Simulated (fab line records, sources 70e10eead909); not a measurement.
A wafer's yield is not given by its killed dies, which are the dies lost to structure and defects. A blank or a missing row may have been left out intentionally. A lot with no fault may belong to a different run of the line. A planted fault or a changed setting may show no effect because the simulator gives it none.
Matching of chambers -- flow nandHarc -- 4 sister chambers for NHARC_A_CONTACT_ETCH_92 on rieDiel-10
The step etches the open film in CH3F/O2, target depth 40 nm, time 85.7 s. 14 wafers are shown with their chamber, then 7 later ones without.

## WAFERS PAIRED WITH THEIR CHAMBERS
wafer,chamber,showerheadPlenumPTorr (Torr),drypumpMotorCurrentA (A),rfVppV (V)
L579.2,3,2.61,5.89,246.8
L579.4,2,2.53,6.05,246.4
L579.6,1,2.44,5.65,243.9
L584.2,3,2.61,5.87,247.7
L584.3,1,2.44,5.63,244.5
L584.6,2,2.53,6.01,245.5
L583.1,3,2.61,5.89,245.3
L583.3,1,2.44,5.60,243.7
L583.6,1,2.44,5.62,244.8
L582.2,1,2.44,5.64,243.8
L582.3,3,2.61,5.90,245.9
L582.4,0,2.59,5.32,244.7
L588.3,2,2.53,6.01,245.0
L588.5,0,2.58,5.30,246.0

SIGNATURES (means of the wafers above)
reading,chamber 0,chamber 1,chamber 2,chamber 3,scatter within a chamber
showerheadPlenumPTorr,2.5850,2.4400,2.5300,2.6100,0.00224
drypumpMotorCurrentA,5.3100,5.6280,6.0233,5.8875,0.0179
rfVppV,245.350,244.140,245.633,246.425,0.78
Rule: for a wafer and a chamber, the distance is found by dividing, reading by reading, the gap between the wafer's reading and the chamber's mean by the reading's scatter, squaring, summing and taking the root. If the next closest chamber is less than 2 further off than the closest, the wafer can't be placed; otherwise it belongs to the closest. How the scatter is found: for the shown wafers, subtract from each reading the mean of its chamber, square and add these, divide the total by (wafers less chambers), then take the root.

## WAFERS WITH NO CHAMBER GIVEN
wafer,showerheadPlenumPTorr (Torr),drypumpMotorCurrentA (A),rfVppV (V)
L588.6,2.44,5.64,244.1
L590.1,2.58,5.31,245.9
L590.2,2.60,5.85,246.2
L590.4,2.44,5.65,244.4
L589.1,2.53,6.06,245.0
L589.4,2.58,5.29,247.1
L589.6,2.44,5.63,243.7

## WHICH CHAMBER EACH WENT THROUGH
wafer,from the rows above,in truth
L588.6,1,1
L590.1,0,0
L590.2,3,3
L590.4,1,1
L589.1,2,2
L589.4,0,0
L589.6,1,1
Correctly placed: 7 of 7. Left unplaced by these rows: 0. Wrongly placed: 0.
